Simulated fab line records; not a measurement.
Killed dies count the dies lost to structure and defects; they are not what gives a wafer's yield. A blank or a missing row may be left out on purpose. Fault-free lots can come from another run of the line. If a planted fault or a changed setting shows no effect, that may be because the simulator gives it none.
Matching of chambers :: flow n5-finfet :: rie-diel-01 running N5_PASSIVATION_PASS_ETCH_47: 4 sister chambers
The step etches SiNx in CF4/O2, target depth 770 nm, time 385 s. 4 wafers are shown with their chamber, then 7 later ones without.

== EACH WAFER AND ITS CHAMBER ==
wafer: L613.4
chamber: 2
showerhead-plenum-p-Torr (Torr): 2.19

wafer: L620.4
chamber: 0
showerhead-plenum-p-Torr (Torr): 2.11

wafer: L620.5
chamber: 1
showerhead-plenum-p-Torr (Torr): 2.13

wafer: L624.1
chamber: 3
showerhead-plenum-p-Torr (Torr): 2.12

== WAFERS WITH NO CHAMBER GIVEN ==
wafer: L624.6
showerhead-plenum-p-Torr (Torr): 2.19

wafer: L626.1
showerhead-plenum-p-Torr (Torr): 2.10

wafer: L626.3
showerhead-plenum-p-Torr (Torr): 2.12

wafer: L626.4
showerhead-plenum-p-Torr (Torr): 2.18

wafer: L627.1
showerhead-plenum-p-Torr (Torr): 2.12

wafer: L627.2
showerhead-plenum-p-Torr (Torr): 2.10

wafer: L627.6
showerhead-plenum-p-Torr (Torr): 2.18

== THE CHAMBER EACH PASSED THROUGH ==
wafer: L624.6
from the rows above: 2
in truth: 2

wafer: L626.1
from the rows above: can't be placed: 0 or 3
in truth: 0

wafer: L626.3
from the rows above: can't be placed: 3 or 1 or 0
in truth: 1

wafer: L626.4
from the rows above: 2
in truth: 2

wafer: L627.1
from the rows above: can't be placed: 3 or 1 or 0
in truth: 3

wafer: L627.2
from the rows above: can't be placed: 0 or 3
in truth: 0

wafer: L627.6
from the rows above: 2
in truth: 2
Correctly placed: 3 of 7. Can't be placed from these rows: 4 (the true chamber is among the candidates in 4). Wrongly placed: 0.
How it was worked out, from the rows above alone: a wafer's distance from a chamber is the root of the sum, over the readings, of the square of ((its reading less the chamber's mean) divided by the reading's scatter). The wafer belongs to the nearest chamber; if the next one is less than 2 further off, it can't be placed. Each chamber's mean is taken over the wafers shown for it. The scatter: root of mean squared gap, hidden wafer to nearest shown wafer, with one shown wafer a chamber.
